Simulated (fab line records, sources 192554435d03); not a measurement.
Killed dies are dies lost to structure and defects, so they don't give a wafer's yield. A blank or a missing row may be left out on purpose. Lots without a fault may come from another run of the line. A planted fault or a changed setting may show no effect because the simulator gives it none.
Problem report in the 8D (eight disciplines) form, filled by code | flow n5_finfet | the parts of the form that need people (team, actions taken, sign-off) are left out

1. THE PROBLEM
etch_rf_on_time_s at N5_MOL_CONTACT_COAG_ETCH_47 reads a mean of 36.1 s on 1 wafer of 1 lot; wafers without a fault read 31.1 s with a standard deviation of 0.35. That is +14 standard deviations from the usual mean.
The step: etches SiNx in CH3F/O2, stops on W, target depth 27 nm.
First seen on wafer L406.2, day 6 10:58, on rie_diel-04. The record holds 15 wafers of 5 lots with a number at this step. Rule for "out", or "out of limits": more than 4 standard deviations from the usual mean. The other wafers with a number count as sound.

2. WHAT IT IS AND WHAT IT IS NOT
question                    | is                | is not
which readings at this step | etch_rf_on_time_s | drypump_motor_current_A, mfc_ar_sccm, rf_vpp_V, showerhead_plenum_p_Torr, throttle_valve_pct
which lots                  | L406              | L401, L408, L415, L418
which wafers of those lots  | L406.2            | L406.1, L406.4
read on which tools         | rie_diel-04       | rie_diel-01, rie_diel-06
when                        | from day 6 10:58  | up to then (5 sound wafers); but 9 sound wafers of L408, L415, L418 came after

3. SUSPECTS, AND WHAT RULES EACH OUT
Counting: a tool at a process step up to the reading stays a suspect if it ran every lot that is out. Sound lots after the first of them don't rule it out here, since some wafers of a struck lot are sound.
- ald_sin-01 at N5_MOL_CONTACT_COAG_ALD_131 (deposits SiO2, target thk 5 nm, pulse time 1 s, co reactant pulse time 1 s): kept. It ran the lot that is out, L406 (day 6 10:31).
- rie_diel-04 at N5_MOL_CONTACT_COAG_ETCHBACK_132 (etches SiO2 in CHF3, target depth 10 nm, time 6.7 s): kept. It ran the lot that is out, L406 (day 6 10:42); its last sound lot up to then is L401 (day 5 03:10).
- rie_diel-04 at N5_MOL_CONTACT_COAG_ETCHBACK_135 (etches SiO2 in CHF3, target depth 25 nm, time 16.7 s): kept. It ran the lot that is out, L406 (day 6 10:49); its last sound lot up to then is L401 (day 5 03:17).
- rie_diel-04 at N5_MOL_CONTACT_COAG_VIA_ETCH_46 (etches SiO2 in C4F6/O2, target depth 46 nm, overetch 9.2 nm, time 40 s): kept. It ran the lot that is out, L406 (day 6 10:52); its last sound lot up to then is L401 (day 5 03:19).
- rie_diel-04 at N5_MOL_CONTACT_COAG_ETCH_47 (etches SiNx in CH3F/O2, stops on W, target depth 27 nm): kept. It ran the lot that is out, L406 (day 6 10:58); its last sound lot up to then is L401 (day 5 03:26). Its own readings are out on those wafers: etch_rf_on_time_s.
- Within ald_sin-01 at N5_MOL_CONTACT_COAG_ALD_131: the wafers that are out ran in chamber 2; their sound lot-mates ran in chambers 0, 3.
- Within rie_diel-04 at N5_MOL_CONTACT_COAG_ETCHBACK_132: the wafers that are out ran in chamber 2; their sound lot-mates ran in chambers 1, 3.
- Within rie_diel-04 at N5_MOL_CONTACT_COAG_ETCHBACK_135: the wafers that are out ran in chamber 2; their sound lot-mates ran in chambers 1, 3.
- Within rie_diel-04 at N5_MOL_CONTACT_COAG_VIA_ETCH_46: the wafers that are out ran in chamber 2; their sound lot-mates ran in chambers 1, 3.
- Within rie_diel-04 at N5_MOL_CONTACT_COAG_ETCH_47: the wafers that are out ran in chamber 2; their sound lot-mates ran in chambers 1, 3.
Left after counting: ald_sin-01 at N5_MOL_CONTACT_COAG_ALD_131, rie_diel-04 at N5_MOL_CONTACT_COAG_ETCHBACK_132, rie_diel-04 at N5_MOL_CONTACT_COAG_ETCHBACK_135, rie_diel-04 at N5_MOL_CONTACT_COAG_VIA_ETCH_46, rie_diel-04 at N5_MOL_CONTACT_COAG_ETCH_47.

4. THE CAUSE (what the simulator had put in)
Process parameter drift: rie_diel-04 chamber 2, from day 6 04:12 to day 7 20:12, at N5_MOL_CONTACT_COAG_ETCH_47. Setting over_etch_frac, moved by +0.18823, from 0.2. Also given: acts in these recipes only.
Counting left 5 suspects, and this tool is among them.

5. THE CHAIN OF EFFECTS, in route order
Each row: a reading whose mean over the struck wafers that have a number lies more than 3 standard deviations from the usual. Only readings for which the record gives a usual standard deviation are gone through. hours: the time from each lot's start at the first step in this table that gives one to its start at this step, as a median over the lots. sigmas: the change in usual standard deviations.
hours | step                        | reading           | usual  | on struck wafers | change | sigmas
0     | N5_MOL_CONTACT_COAG_ETCH_47 | etch_rf_on_time_s | 31.1 s | 36.1             | +5.0   | +14
The process steps in it:
- N5_MOL_CONTACT_COAG_ETCH_47: etches SiNx in CH3F/O2, stops on W, target depth 27 nm.
Later measuring or inspecting steps at which every struck wafer that the step has a row for has a number for every such reading, and none has moved that far: N5_BEOL_M4_RC_MEAS_101.

6. WHAT WOULD HAVE CAUGHT IT SOONER
In this record the first reading out of limits was taken at day 6 10:58, 7 hours after the fault began at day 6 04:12.
